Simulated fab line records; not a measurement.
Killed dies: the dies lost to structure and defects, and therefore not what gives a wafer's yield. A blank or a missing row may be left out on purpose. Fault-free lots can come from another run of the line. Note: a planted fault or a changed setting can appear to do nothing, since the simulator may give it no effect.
A lot that was struck, set against a sound lot / flow nand-harc / 12 out of 1302 route steps
Sound: the wafers L400.1, L400.3, L400.6. The struck wafers were L413.3, L413.5, L413.6. The cause is given at the end.
For every step that has rows: the tool of each side, followed by ch and its chambers, followed by its first start. Under that, the readings that differ: sound wafers / struck wafers / difference of the means / sigmas: that difference in standard deviations of wafers without a fault.
alike: same words and numbers on both sides, and readings whose means sit less than 2 such deviations apart. not compared: any withheld reading, any reading some wafer has no value for, any bound like >300 that may hide the same value, and any number with overlapping values for which the record gives no deviation.
A row with sigmas, a row that says differs or no value, or rows on one side alone: a step with any of these is where the two part. When numbers do not overlap yet have no deviation, they are printed without sigmas and do not part them. Lack of a reading on every wafer of one side parts them only where that side has two or more wafers.

NHARC_P_START_INSPECT_01:
  sound on defect-inspect-01 at day 2 06:02; struck on defect-inspect-01 at day 7 16:02
  alike: raw-defect-count
then, 9 steps without rows for these wafers: NHARC_P_ZERO_WELL_PRECLEAN_00 (cleans in SPM, time 600 s); NHARC_P_ZERO_WELL_SRD_01; NHARC_P_ZERO_WELL_PECVD_02 (deposits SiO2, target thk 10 nm); NHARC_P_ZERO_WELL_DEHYDRATE_03 (time 120 s); NHARC_P_ZERO_WELL_HMDS_04 (time 30 s); NHARC_P_ZERO_WELL_COAT_64 (time 65 s); NHARC_P_ZERO_WELL_COAT_05 (resist thk 600 nm); NHARC_P_ZERO_WELL_SOFTBAKE_06 (time 70 s); NHARC_P_ZERO_WELL_EBR_07.
NHARC_P_ZERO_WELL_EXPOSE_08: exposes mask P ZERO, target cd 500 nm.
  sound on krf-scanner-04 ch 0, day 2 07:05; struck on krf-scanner-01, day 7 17:06
  no value came back on the struck wafers for exposure-dose-mJ-cm2, focus-offset-nm (nm), na; on the sound wafers exposure-dose-mJ-cm2 reads 33.78 33.78 33.78
  alike: mask
then, 1 step without rows for these wafers: NHARC_P_ZERO_WELL_PEB_09 (peb time 80 s).

## WHERE THEY PART
Only at NHARC_P_ZERO_WELL_EXPOSE_08, within this record.

WHY: the cause the simulator had injected
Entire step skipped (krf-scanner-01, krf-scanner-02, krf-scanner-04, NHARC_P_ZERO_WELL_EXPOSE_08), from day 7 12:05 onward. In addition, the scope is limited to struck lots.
